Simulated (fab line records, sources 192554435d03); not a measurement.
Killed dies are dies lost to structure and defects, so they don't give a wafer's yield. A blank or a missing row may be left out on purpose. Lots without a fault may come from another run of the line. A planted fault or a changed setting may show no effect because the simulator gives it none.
Which tool did it? | flow n5_finfet | 9 lots, 26 wafers sampled, at 3 steps of a route of 1938

WHAT THE GAUGES READ, wafer by wafer
N5_MOL_CONTACT_COAG_CD_MEAS_40: target cd 25.1 nm.
lot  | measured     | on        | cd_nm (nm)
L869 | day 5 06:05  | cd_sem-01 | 25.08 25.15 24.99
L876 | day 6 22:49  | cd_sem-02 | 24.97 24.84 24.55
L875 | day 7 03:50  | cd_sem-01 | 25.11 24.77 25.55
L877 | day 7 08:52  | cd_sem-01 | 25.35 24.94 25.08
L885 | day 9 09:39  | cd_sem-01 | 16.73 25.06 25.11
L887 | day 9 16:09  | cd_sem-03 | 17.29 25.28
L889 | day 10 09:20 | cd_sem-01 | 25.21 25.41 25.37
L890 | day 10 09:32 | cd_sem-02 | 25.47 25.33 25.10
L892 | day 10 20:58 | cd_sem-01 | 24.69 25.57 24.89

WHICH TOOL RAN EACH LOT (tool, then ch and the chambers of the sampled wafers, then the start)
lot  | N5_MOL_CONTACT_COAG_ETCH_91        | N5_MOL_CONTACT_COAG_EXPOSE_37
L869 | rie_diel-02 ch 0,2,3, day 5 05:01  | euv_scanner-02 ch 0, day 5 05:57
L876 | rie_diel-02 ch 0,1, day 6 22:02    | euv_scanner-02 ch 0, day 6 22:40
L875 | rie_diel-05 ch 0,1,3, day 7 02:37  | euv_scanner-01 ch 0, day 7 03:41
L877 | rie_diel-04 ch 0,2,3, day 7 07:41  | euv_scanner-02 ch 0, day 7 08:44
L885 | rie_diel-05 ch 2,3, day 9 08:52    | euv_scanner-02 ch 0, day 9 09:31
L887 | rie_diel-04 ch 1,3, day 9 15:11    | euv_scanner-02 ch 0, day 9 16:01
L889 | rie_diel-05 ch 0,2,3, day 10 08:26 | euv_scanner-01 ch 0, day 10 09:12
L890 | rie_diel-04 ch 0,1,3, day 10 08:45 | euv_scanner-01 ch 0, day 10 09:23
L892 | rie_diel-05 ch 0,3, day 10 20:12   | euv_scanner-01 ch 0, day 10 20:50
- N5_MOL_CONTACT_COAG_ETCH_91: etches SOC in N2/H2, target depth 60 nm, overetch 21 nm, time 101.2 s.
- N5_MOL_CONTACT_COAG_EXPOSE_37: exposes mask VD, defocus 0 nm.

THE ANSWER, worked out from the rows above alone
Rule: what is usual is taken from the lots themselves. Put in order of their means at a reading, lots are off if they are a third of the lots or fewer, leave a main group of 4 or more, and stand apart from it by a gap of 3 or more times the standard deviation of the main group's means; of several such gaps the widest counts. A main group whose means are all the same, to the digits that the tables above print for the reading, isn't used. A lot without any number at a reading at which 4 lots or more have one is off too. The other lots that the step has rows for count as sound.
Off: L885, L887, at N5_MOL_CONTACT_COAG_CD_MEAS_40 (cd_nm). The main group: mean 25.12 nm, standard deviation 0.17.
A tool fits if, at a process step before that reading, it ran every lot that is off, and no sound lot after the first of them. The gauges at N5_MOL_CONTACT_COAG_CD_MEAS_40 are tried like those tools. One fits: euv_scanner-02 at N5_MOL_CONTACT_COAG_EXPOSE_37. Its last sound lot is L877 (day 7 08:44), its first lot that is off L885 (day 9 09:31): a fault that began between those two fits.

WHAT THE SIMULATOR HAD PUT IN
Process parameter drift: euv_scanner-02, from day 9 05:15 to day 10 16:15, at N5_MOL_CONTACT_COAG_EXPOSE_37. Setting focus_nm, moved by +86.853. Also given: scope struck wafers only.
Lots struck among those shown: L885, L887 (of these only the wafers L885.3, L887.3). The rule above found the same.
